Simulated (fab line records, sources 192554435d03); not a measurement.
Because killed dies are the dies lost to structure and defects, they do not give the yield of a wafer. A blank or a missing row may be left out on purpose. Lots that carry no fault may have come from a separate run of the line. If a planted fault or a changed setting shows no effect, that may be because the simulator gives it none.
fab line records -- flow n5-finfet -- part 1 of 2: steps 1 to 40 of 41
record lots=4, wafers=12, last-day=17
route steps=1938 shown BEOL_M4@1099 BEOL_M5@1112 BEOL_M9@1446 BEOL_M15@1830 PASSIVATION@1936
lots untouched by any fault: they come from a run of this same line in which no faults occurred
start-h: the number of hours between the record's first day and the start of the first shown wafer of the lot -- wait-h: hours since the lot's step before -- " identical to the entry in the row above -- L1.1+2: one row covering several wafers at once -- - either no value or no given start -- * or withheld: withheld -- < > ~ a bound
route shown NAME@n: NAME is a module with steps in the file, n the number in the route of the first one -- usual: the fault-free wafers' mean and standard deviation -- same: alike in all rows -- chamber/n: place in a boat -- sites: the reading at each site -- _std_site: standard deviation of those values -- _edge_site: the outer-site mean with the inner-site mean subtracted -- radius-mm: how far each site lies from the wafer's centre -- mask NAME#n: copy n -- behind: the last tool/chamber to shape the wafer -- hold: why the lot went on hold/how many hours it stayed there/how the hold came to an end -- device: whichever transistor did not switch (one of n, p or np) -- end of line: at the end of the route, the tests of the same wafers -- a step with no rows: only its recipe -- killed: dies that structure and defects cost at the first sort, which is not the same as the wafer's yield -- map: shows each die of a wafer: x if killed, . if not, _ if none is there
set.NAME: the run value of the setting; set.NAME@STEP: its run value at that earlier step -- model.NAME: the simulator's own value behind a step, which no gauge read
lots at some steps of the route; a table a step, a row a wafer
services: a tool's chamber out of use, with start hour (start-h, from the record's first day; less than 0 if before it), hours out, and reason
## steps
# step N5_BEOL_M4_ANNEAL_95
# recipe temp-c=400, time-s=240, ambient=vacuum
# step N5_BEOL_M4_SPUTTER_96
# recipe material=Cu, target-thk-a=45, temp-c=-20, chamber-pressure-pa=0.07, power-w=withheld, time-s=8.29
# step N5_BEOL_M4_ECD_50
# recipe material=Cu, target-thk-a=3000
# step N5_BEOL_M4_ANNEAL_51
# recipe temp-c=225, time-s=90, ambient=N2
# step N5_BEOL_M4_CMP_52
# recipe stop-on=SiOC, t-overpolish-s=6.8, down-force-psi=1, platen-rpm=50, clearing-platen-down-force-psi=1.5, clearing-platen-rpm=50, post-cmp-clean=cu-alkaline, target-thk-nm=40, clearing-platen-pad-velocity-m-s=0.99484, pad-velocity-m-s=0.99484
# step N5_BEOL_M4_PRE_CLEAN_60
# recipe gas=NH3/H2, time-s=15, temp-c=*, rf-power-w=300
# step N5_BEOL_M4_CO_CAP_55
# recipe material=Co, target-thk-a=20, temp-c=200, precursor=CCTBA/H2, pressure-torr=30, time-s=102.1
# step N5_BEOL_M4_PRE_CLEAN_56
# recipe gas=NH3, time-s=15, temp-c=withheld, rf-power-w=300
# step N5_BEOL_M4_DEP_57
# recipe material=SiCN, target-thk-a=80, temp-c=withheld, precursor=3MS/NH3, pressure-torr=3, rf-w=202, time-s=14
# step N5_BEOL_M4_RC_MEAS_101
# usual DIBL_N=36.0/2, DIBL_P=35.9/2.5, IOFF_N=0.16/0.038, IOFF_P=0.21/0.04, ION_N=675/14, ION_P=462/9.4, SS_N=71.5/0.75, SS_P=73.2/0.74, VT_N=250/3.9, VT_P=-251/3.2
lot.wafer,tool,chamber,start-h,wait-h,DIBL_N[mV/V],DIBL_P[mV/V],IOFF_N[nA/um],IOFF_P[nA/um],ION_N[uA/um],ION_P[uA/um],SS_N[mV/dec],SS_P[mV/dec],VT_N[mV],VT_P[mV]
L666.2,prober-01,0,163.85,0.2,35.3,33.3,0.17,0.21,670,460,70.8,73.4,247,-247
L666.3,prober-01,0,163.85,0.2,36.4,33.8,0.18,0.21,686,460,72.1,73.5,247,-248
L666.5,prober-01,0,163.85,0.2,33.5,31.9,0.14,0.18,663,461,71.0,72.3,246,-249
L668.1,prober-01,0,182.19,0.0,34.6,34.3,0.14,0.18,665,464,72.2,72.6,253,-252
L668.2,prober-01,0,182.19,0.0,36.5,36.9,0.17,0.21,683,469,71.4,73.5,251,-252
L668.3,prober-01,0,182.19,0.0,35.2,36.4,0.15,0.20,673,465,72.1,72.7,252,-251
L683.2,prober-02,0,272.91,0.2,39.4,38.9,0.21,0.26,692,467,72.4,73.6,244,-247
L683.3,prober-02,0,272.91,0.2,36.2,35.8,0.14,0.20,678,467,71.9,72.8,251,-249
L683.5,prober-02,0,272.91,0.2,40.1,41.3,0.23,0.30,697,476,71.4,73.6,244,-247
L687.1,prober-01,0,300.77,0.0,32.7,31.4,0.10,0.14,658,453,71.3,71.8,255,-255
L687.2,prober-01,0,300.77,0.0,33.0,31.8,0.11,0.14,659,458,70.3,71.8,255,-257
L687.3,prober-01,0,300.77,0.0,37.0,37.5,0.14,0.20,673,463,71.5,73.6,252,-252
# step N5_BEOL_M5_ILD_DEP_00
# recipe material=SiCOH_lowk, target-thk-a=1406.4, temp-c=300, precursor=DEMS/porogen, pressure-torr=5, rf-w=500, time-s=25.9
# step N5_BEOL_M5_CURE_79
# recipe temp-c=385, time-s=240, ambient=He/Ar, material=SiCOH_lowk
# step N5_BEOL_M5_PECVD_70
# recipe material=SiO2, target-thk-a=160, temp-c=400, precursor=TEOS/O2, pressure-torr=5.5, rf-w=450, teos-flow-sccm=53.8, gas=O2, flow-sccm=3000, time-s=18
# step N5_BEOL_M5_HM_DEP_02
# recipe material=TiN, target-thk-a=200, temp-c=25, chamber-pressure-pa=0.49996
# step N5_BEOL_M5_COAT_59
# recipe resist=SOC, temp-c=250, time-s=60, spin-rpm=1500, resist-thk-nm=60
# step N5_BEOL_M5_COAT_60
# recipe resist=SiARC, temp-c=220, time-s=60, spin-rpm=1500, resist-thk-nm=12
# step N5_BEOL_M5_COAT_71
# recipe resist=underlayer, temp-c=205, time-s=60, spin-rpm=1500, resist-thk-nm=5
# step N5_BEOL_M5_COAT_05
# recipe resist=CAR-EUV, spin-rpm=1500, resist-thk-nm=30
# step N5_BEOL_M5_EBR_07
# recipe solvent=PGMEA, ebr-width-mm=1.5
# step N5_BEOL_M5_SOFTBAKE_06
# recipe temp-c=110, time-s=60, resist=CAR-EUV
# step N5_BEOL_M5_EXPOSE_08
# recipe mask-id=M5, na=0.33, source-shape=annular, sigma-inner=0.4, sigma-outer=0.8, polarization=unpolarized, target-cd-nm=28, dose-mj=35.75
# step N5_BEOL_M5_PEB_09
# recipe peb-temp-c=100, peb-time-s=60, resist=CAR-EUV
# step N5_BEOL_M5_DEVELOP_10
# recipe develop-time-s=30, developer=TMAH, resist=CAR-EUV, rinse-liquid=surfactant-rinse, dry=air-spin, dev-temp-c=23
# step N5_BEOL_M5_DESCUM_16
# recipe chemistry=O2, time-s=7, source-power-w=50, bias-power-w=20, pressure-mtorr=20, rf-frequency-hz=2.712e+07, temp-c=40, resist=CAR-EUV, o2-flow-sccm=225
# step N5_BEOL_M5_ETCH_72
# recipe chemistry=N2/H2, target=underlayer, target-depth-a=65, mask-material=CAR-EUV, time-s=5.2, ion-energy-ev=200, pressure-mtorr=30, source-w=840, bias-w=150, n2-flow-sccm=200, h2-flow-sccm=200, ends=cleared
# step N5_BEOL_M5_ETCH_61
# recipe chemistry=CF4, target=SiARC, target-depth-a=156, mask-material=CAR-EUV, time-s=26, ion-energy-ev=80, pressure-mtorr=40, source-w=545, bias-w=36, Ar_flow_sccm=100, cf4-flow-sccm=100, ends=cleared
# step N5_BEOL_M5_ETCH_62
# recipe chemistry=N2/H2, target=SOC, target-depth-a=750, overetch-a=150, mask-material=SiARC, temp-c=40, time-s=112.5, ion-energy-ev=200, pressure-mtorr=30, source-w=840, bias-w=150, n2-flow-sccm=200, h2-flow-sccm=200
# step N5_BEOL_M5_STRIP_63
# recipe chemistry=N2/H2, temp-c=40, n2-flow-sccm=200, h2-flow-sccm=200, rf-frequency-hz=6e+07
# step N5_BEOL_M5_STRIP_73
# recipe chemistry=N2/H2, temp-c=40, n2-flow-sccm=200, h2-flow-sccm=200, rf-frequency-hz=6e+07
# step N5_BEOL_M5_STRIP_64
# recipe chemistry=CF4, resist=SiARC, power-w=300, bias-power-w=75, pressure-mtorr=50, cf4-flow-sccm=150, rf-frequency-hz=6e+07
# step N5_BEOL_M5_HM_OPEN_17
# recipe chemistry=Cl2/BCl3, target-depth-a=200, overetch-a=60, target=TiN, mask-material=SOC, ion-energy-ev=150, pressure-mtorr=10, icp-w=1000, bias-w=126, Cl2_flow_sccm=53.25, bcl3-flow-sccm=21.75, Ar_flow_sccm=25
# step N5_BEOL_M5_STRIP_19
# recipe chemistry=O2, power-w=400, temp-c=40, pressure-mtorr=30, rf-frequency-hz=6e+07, bias-power-w=0, overash-fraction=0.2, o2-flow-sccm=225
# step N5_BEOL_M5_COAT_65
# recipe resist=SOC, temp-c=250, time-s=60, spin-rpm=1500, resist-thk-nm=60
# step N5_BEOL_M5_COAT_66
# recipe resist=SiARC, temp-c=220, time-s=60, spin-rpm=1500, resist-thk-nm=12
# step N5_BEOL_M9_TRENCH_ETCH_37
# recipe chemistry=C4F6/O2, target-depth-a=1514.3, target=SiCOH_lowk, time-s=49, ion-energy-ev=250, pressure-mtorr=30, source-w=345, bias-w=185, Ar_flow_sccm=300, C4F6_flow_sccm=10, O2_flow_sccm=10
# usual O2_flow_sccm=10.00/0.032, drypump-motor-current-A=5.5/0.35, oes-product-au=0.80/0.1, rf-vpp-V=667/14, run-length-s=72.5/0.37, showerhead-plenum-p-Torr=2.87/0.076, throttle-valve-pct=21.0/0.31
lot.wafer,tool,chamber,start-h,wait-h,O2_flow_sccm,drypump-motor-current-A,oes-product-au,rf-hours-counter-h,rf-vpp-V,run-length-s,showerhead-plenum-p-Torr,throttle-valve-pct,model.etch.depth-nm,model.BEOL_M9.feature-depth-nm,model.TiN_of_BEOL_M9_HM_DEP_02.thk-nm
L666.2,rie-diel-02,3,202.20,-,9.99,5.7,0.69,236,640,72.4,2.79,21.2,145,145,16.2
L666.3,rie-diel-02,0,202.20,-,10.00,5.9,0.85,47,677,72.8,2.88,20.8,146.3,146.2,15.8
L666.5,rie-diel-02,1,202.20,-,10.02,5.9,0.70,-,658,72.4,2.85,21.0,147.5,147.6,16.2
L668.1,rie-diel-06,0,223.52,-,10.04,5.3,0.74,170,678,72.4,2.97,20.9,156.6,156.6,15.8
L668.2,rie-diel-06,3,223.52,-,10.08,4.9,0.69,232,649,72.3,2.74,21.7,152,152,16.4
L668.3,rie-diel-06,2,223.52,-,10.02,5.0,0.86,72,657,72.3,2.87,20.8,155.8,155.8,15.8
L683.2,rie-diel-02,2,314.89,-,9.97,5.6,0.90,34,688,49.3,2.87,20.5,80.83,80.8,17.8
L683.3,rie-diel-02,0,314.89,-,10.03,5.8,0.81,84,675,48.9,2.87,20.9,78.48,78.4,18
L683.5,rie-diel-02,3,314.89,-,9.99,5.8,0.94,-,641,48.8,2.78,20.9,80.84,80.8,18.2
L687.1,rie-diel-02,3,343.91,-,9.98,5.7,0.93,15,642,49.3,2.78,20.9,79.94,80,17.6
L687.2,rie-diel-02,1,343.91,-,10.01,5.9,0.93,6,655,48.9,2.84,20.7,78.31,78.4,17.2
L687.3,rie-diel-02,0,343.91,-,10.02,5.8,0.79,96,676,49.3,2.86,20.9,76.54,76.6,17.8
# step N5_BEOL_M9_OCD_MEAS_38
# usual trench-depth-nm=152/3.9
lot.wafer,tool,chamber,start-h,wait-h,trench-depth-nm
L666.2,ocd-01,-,202.37,-,145
L666.3,ocd-01,-,202.37,-,146
L666.5,ocd-01,-,202.37,-,148
L668.1,ocd-01,-,223.69,-,156
L668.2,ocd-01,-,223.69,-,152
L668.3,ocd-01,-,223.69,-,156
L683.2,ocd-01,-,315.06,-,81
L683.3,ocd-01,-,315.06,-,79
L683.5,ocd-01,-,315.06,-,81
L687.1,ocd-01,-,344.09,-,80
L687.2,ocd-01,-,344.09,-,78
L687.3,ocd-01,-,344.09,-,76
# step N5_BEOL_M9_CMP_52
# recipe stop-on=SiCOH_lowk, t-overpolish-s=7, down-force-psi=1, platen-rpm=50, clearing-platen-down-force-psi=1.5, clearing-platen-rpm=50, post-cmp-clean=cu-alkaline, target-thk-nm=140, clearing-platen-pad-velocity-m-s=0.99484, pad-velocity-m-s=0.99484
# usual motor-current-A=6.3/0.85
lot.wafer,tool,chamber,start-h,wait-h,motor-current-A,model.Cu_of_BEOL_M9_ECD_50.thk-nm
L666.2,cmp-01,0,205.12,0.2,6.5,130.8
L666.3,cmp-01,3,205.12,0.2,6.6,133.8
L666.5,cmp-01,0,205.12,0.2,6.6,133.4
L668.2,cmp-02,3,226.52,0.2,6.5,138.2
L668.1,cmp-02,0,226.52,0.2,6.2,144.4
L668.3,cmp-02,1,226.52,0.2,5.2,142.6
L683.3,cmp-01,3,316.97,0.2,6.7,68
L683.2,cmp-01,1,316.97,0.2,7.6,70.8
L683.5,cmp-01,3,316.97,0.2,7.0,71.8
L687.3,cmp-01,3,347.20,0.2,6.3,65.6
L687.1,cmp-01,0,347.20,0.2,6.2,66.6
L687.2,cmp-01,1,347.20,0.2,7.5,67.4
# step N5_BEOL_M9_THK_MEAS_53
# recipe thk-meas-gauge=xrf, reads=Cu_of_BEOL_M9_ECD_50
# usual M9_THK=144/4.4
lot.wafer,tool,chamber,start-h,wait-h,M9_THK[nm]
L666.2,film-metro-02,-,205.41,-,136
L666.3,film-metro-02,-,205.41,-,139
L666.5,film-metro-02,-,205.41,-,138
L668.1,film-metro-02,-,226.81,-,148
L668.2,film-metro-02,-,226.81,-,142
L668.3,film-metro-02,-,226.81,-,146
L683.2,film-metro-02,-,317.22,-,73
L683.3,film-metro-02,-,317.22,-,70
L683.5,film-metro-02,-,317.22,-,74
L687.1,film-metro-02,-,347.46,-,68
L687.2,film-metro-02,-,347.46,-,69
L687.3,film-metro-02,-,347.46,-,67
# step N5_BEOL_M9_RS_MEAS_57
# recipe thk-meas-gauge=four-point-probe, reads=Cu_of_BEOL_M9_ECD_50+Co_of_BEOL_M9_CVD_78+TaN_of_BEOL_M9_ALD_74
# usual M9_RS=0.150/0.005
lot.wafer,tool,chamber,start-h,wait-h,M9_RS[ohm/sq]
L666.2,film-metro-02,-,205.55,0.1,0.163
L666.3,film-metro-02,-,205.55,0.1,0.159
L666.5,film-metro-02,-,205.55,0.1,0.159
L668.1,film-metro-01,-,226.95,0.1,0.145
L668.2,film-metro-01,-,226.95,0.1,0.153
L668.3,film-metro-01,-,226.95,0.1,0.148
L683.2,film-metro-02,-,317.36,0.1,0.330
L683.3,film-metro-02,-,317.36,0.1,0.346
L683.5,film-metro-02,-,317.36,0.1,0.323
L687.1,film-metro-01,-,347.60,0.1,0.353
L687.2,film-metro-01,-,347.60,0.1,0.349
L687.3,film-metro-01,-,347.60,0.1,0.361
# step N5_BEOL_M15_RC_MEAS_101
# usual COMB_M10=1.6e-11/3e-12, COMB_M11=1.6e-11/3.2e-12, COMB_M12=7.3e-12/1.3e-12, COMB_M12_max_site=1e-11/2e-12, COMB_M13=5.8e-12/1.1e-12, COMB_M14=4.7e-12/8.9e-13, COMB_M14_max_site=6.2e-12/1.2e-12, COMB_M15=3.5e-12/6.2e-13, COMB_M15_max_site=4.8e-12/1.1e-12, COMB_M5=3.8e-11/7.7e-12, COMB_M6=2.6e-11/4.8e-12, COMB_M7=2.7e-11/5e-12, COMB_M8=2.7e-11/5.6e-12, SERP_M10=3.05/0.12, SERP_M11=3.04/0.11, SERP_M12=0.637/0.023, SERP_M13=0.306/0.01, SERP_M14=0.161/0.0057, SERP_M5=38.7/2.1, SERP_M6=13.7/0.79, SERP_M7=13.9/0.65, SERP_M8=13.9/0.85, SERP_M9=3.08/0.11, SERP_M9_max_site=3.16/0.12
lot.wafer,tool,chamber,start-h,wait-h,COMB_M10[S/m],COMB_M11[S/m],COMB_M12[S/m],COMB_M12_max_site[S/m],COMB_M13[S/m],COMB_M14[S/m],COMB_M14_max_site[S/m],COMB_M15[S/m],COMB_M15_max_site[S/m],COMB_M5[S/m],COMB_M6[S/m],COMB_M7[S/m],COMB_M8[S/m],SERP_M10[ohm/um],SERP_M11[ohm/um],SERP_M12[ohm/um],SERP_M13[ohm/um],SERP_M14[ohm/um],SERP_M5[ohm/um],SERP_M6[ohm/um],SERP_M7[ohm/um],SERP_M8[ohm/um],SERP_M9[ohm/um],SERP_M9_max_site[ohm/um]
L666.2,prober-01,0,241.27,0.2,1.8e-11,1.5e-11,1.08e-11,1.21e-11,4.1e-12,4.8e-12,5.7e-12,3.6e-12,4.6e-12,3e-11,2.9e-11,2.9e-11,2.4e-11,2.95,3.00,0.644,0.294,0.155,41.2,13.7,13.9,14.4,3.36,3.50
L666.3,prober-01,0,241.27,0.2,1.9e-11,1.5e-11,8.7e-12,1.05e-11,5.4e-12,5.1e-12,6e-12,4.5e-12,5.4e-12,2.6e-11,3.1e-11,2.2e-11,2.9e-11,2.97,2.91,0.632,0.314,0.155,36.2,12.8,15.0,13.4,3.22,3.32
L666.5,prober-01,0,241.27,0.2,1.3e-11,1.4e-11,8e-12,1.15e-11,5.4e-12,4.8e-12,5.8e-12,3.6e-12,5.7e-12,4.2e-11,3.4e-11,2.5e-11,2.1e-11,3.11,2.99,0.652,0.316,0.157,37.8,15.0,14.4,13.7,3.27,3.38
L668.1,prober-01,0,263.57,0.0,1.5e-11,1.1e-11,6.4e-12,1.01e-11,5.9e-12,5.9e-12,8.8e-12,3e-12,4.2e-12,3.2e-11,2.9e-11,2.5e-11,1.9e-11,3.08,2.97,0.643,0.318,0.167,38.8,13.6,14.0,14.2,3.00,3.05
L668.2,prober-01,0,263.57,0.0,1.6e-11,1.1e-11,6.6e-12,8.9e-12,5.6e-12,4.2e-12,5.5e-12,3.2e-12,3.8e-12,4e-11,2.4e-11,2.2e-11,1.9e-11,3.07,3.10,0.639,0.313,0.167,42.2,12.9,13.5,13.5,3.15,3.25
L668.3,prober-01,0,263.57,0.0,1.3e-11,1.1e-11,7.7e-12,1.03e-11,6.9e-12,6e-12,7.1e-12,3.5e-12,4.5e-12,3.3e-11,2e-11,3e-11,2.3e-11,2.88,3.08,0.649,0.311,0.167,35.6,14.6,13.1,14.1,3.04,3.13
L683.2,prober-02,0,369.42,0.2,2e-11,1.3e-11,7.8e-12,1.1e-11,5e-12,7.5e-12,8.3e-12,3.3e-12,4.6e-12,4.8e-11,3.5e-11,3.4e-11,2e-11,2.96,2.91,0.627,0.303,0.155,36.3,15.0,14.0,14.2,7.03,7.17
L683.5,prober-02,0,369.42,0.2,2.1e-11,1.3e-11,8.3e-12,9.7e-12,5.6e-12,5.2e-12,6.5e-12,4.3e-12,5e-12,4.7e-11,3.2e-11,2.1e-11,3.6e-11,3.12,3.01,0.638,0.316,0.160,37.8,14.5,14.2,13.5,6.54,6.69
L687.1,prober-01,0,386.29,0.0,1.6e-11,1.4e-11,5.9e-12,8.3e-12,5.3e-12,4.9e-12,7.9e-12,4.1e-12,5.3e-12,2.7e-11,4.2e-11,3.2e-11,2.3e-11,2.84,3.01,0.597,0.290,0.171,40.7,13.1,14.1,12.8,7.31,7.46
L687.2,prober-01,0,386.29,0.0,2e-11,1.6e-11,7.3e-12,1.16e-11,4e-12,6.8e-12,8.2e-12,3.5e-12,5.3e-12,2.8e-11,1.9e-11,3.2e-11,1.5e-11,3.13,3.02,0.620,0.303,0.154,36.2,13.7,13.2,13.4,7.29,7.61
# sites SERP_M9 radius-mm=0,75,75,75,75,140,140,140,140
L666.2 3.34 3.36 3.36 3.36 3.37 3.42 3.44 3.50 3.32
L668.1 2.98 3.00 3.01 3.00 3.00 3.05 2.97 2.97 3.04
L683.2 7.05 7.12 7.09 7.17 7.01 6.94 6.90 7.03 6.82
L687.1 7.24 7.20 7.28 7.21 7.41 7.31 7.46 7.31 7.36
## key
first-sign step=N5_BEOL_M9_TRENCH_ETCH_37, reading=run-length-s, direction=down, sigmas=64, usual=*, struck=*
effect step=N5_BEOL_M9_OCD_MEAS_38, reading=trench-depth-nm, direction=down, sigmas=19, usual=152, struck=79
effect step=N5_BEOL_M9_THK_MEAS_53, reading=M9_THK, direction=down, sigmas=17, usual=144, struck=70
effect step=N5_BEOL_M9_RS_MEAS_57, reading=M9_RS, direction=up, sigmas=39, usual=0.150, struck=0.343
effect step=N5_BEOL_M15_RC_MEAS_101, reading=SERP_M9, direction=up, sigmas=35, usual=3.08, struck=7.04
effect step=N5_PASSIVATION_PROBE_49, reading=sort_bin_8_speed, direction=up, sigmas=99+, usual=0.01, struck=15.32, wafers-moved=5
model-effect step=N5_BEOL_M9_TRENCH_ETCH_37, value=etch.depth-nm, without=151.9, struck=79.16
model-effect step=N5_BEOL_M9_CMP_52, value=Cu_of_BEOL_M9_ECD_50.thk-nm, without=141.2, struck=68.37
more-kills-born-at N5_BEOL_M9_ETCH_41@rie-diel-02=1556, N5_BEOL_M9_ECD_50@ecd-cu-02=740, N5_BEOL_M9_ECD_50@ecd-cu-01=345
met-at N5_BEOL_M9_TRENCH_ETCH_37
struck-wafers L683.2,L683.3,L683.5,L687.1,L687.2,L687.3
later-rows-left-out L683.3,L687.3
onset-between 202.20 314.89
fault kind=process-parameter-drift, tool=rie-diel-02, chamber=-, onset-h=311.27, steps=N5_BEOL_M9_TRENCH_ETCH_37, channel=time-s, offset=*, shape=step, end-h=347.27, acts-in=*, stated=*
# later-rows-left-out: the simulator's readings of these wafers behind a module that went badly wrong aren't trusted and aren't shown, but for the sort
